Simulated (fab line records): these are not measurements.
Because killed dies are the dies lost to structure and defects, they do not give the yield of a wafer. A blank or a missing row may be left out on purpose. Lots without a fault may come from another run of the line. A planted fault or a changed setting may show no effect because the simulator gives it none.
Chamber matching / flow n5 finfet / N5_SD_EPI_N_ETCH_34 on rie diel-02: 4 sister chambers
The step etches SiARC in CF4, target depth 45.5 nm, time 75.8 s. 8 wafers are shown with their chamber, then 7 later ones without.

## WAFERS WITH THEIR CHAMBER
wafer=L080.1; chamber=2; drypump motor current A (A)=5.0; showerhead plenum p Torr (Torr)=2.06
wafer=L080.3; chamber=0; drypump motor current A (A)=5.6; showerhead plenum p Torr (Torr)=2.15
wafer=L080.4; chamber=1; drypump motor current A (A)=5.4; showerhead plenum p Torr (Torr)=2.11
wafer=L085.1; chamber=3; drypump motor current A (A)=4.9; showerhead plenum p Torr (Torr)=2.15
wafer=L085.2; chamber=1; drypump motor current A (A)=5.4; showerhead plenum p Torr (Torr)=2.11
wafer=L085.4; chamber=2; drypump motor current A (A)=5.1; showerhead plenum p Torr (Torr)=2.06
wafer=L086.1; chamber=3; drypump motor current A (A)=4.9; showerhead plenum p Torr (Torr)=2.15
wafer=L086.3; chamber=0; drypump motor current A (A)=5.6; showerhead plenum p Torr (Torr)=2.14

## WAFERS WITHOUT THEIR CHAMBER
wafer=L086.4; drypump motor current A (A)=5.6; showerhead plenum p Torr (Torr)=2.14
wafer=L091.3; drypump motor current A (A)=5.0; showerhead plenum p Torr (Torr)=2.05
wafer=L091.4; drypump motor current A (A)=5.3; showerhead plenum p Torr (Torr)=2.10
wafer=L091.6; drypump motor current A (A)=4.9; showerhead plenum p Torr (Torr)=2.15
wafer=L094.1; drypump motor current A (A)=5.3; showerhead plenum p Torr (Torr)=2.10
wafer=L094.2; drypump motor current A (A)=4.9; showerhead plenum p Torr (Torr)=2.15
wafer=L094.3; drypump motor current A (A)=5.0; showerhead plenum p Torr (Torr)=2.05

## EACH ONE'S CHAMBER
wafer=L086.4; from the rows above=0; in truth=0
wafer=L091.3; from the rows above=2; in truth=2
wafer=L091.4; from the rows above=1; in truth=1
wafer=L091.6; from the rows above=3; in truth=3
wafer=L094.1; from the rows above=1; in truth=1
wafer=L094.2; from the rows above=3; in truth=3
wafer=L094.3; from the rows above=2; in truth=2
7 of 7 placed correctly. Left unplaced by these rows: 0. Number placed wrongly: 0.
How it was worked out, from the rows above alone: a wafer's distance from a chamber is the root of the sum, over the readings, of the square of ((its reading less the chamber's mean) divided by the reading's scatter). If the next closest chamber is less than 2 further off than the closest, the wafer can't be placed; otherwise it belongs to the closest. Each chamber's mean is taken over the wafers shown for it. The scatter is the square root of a quotient: the sum, over the shown wafers, of each reading's squared deviation from its chamber's mean, divided by wafers minus chambers.
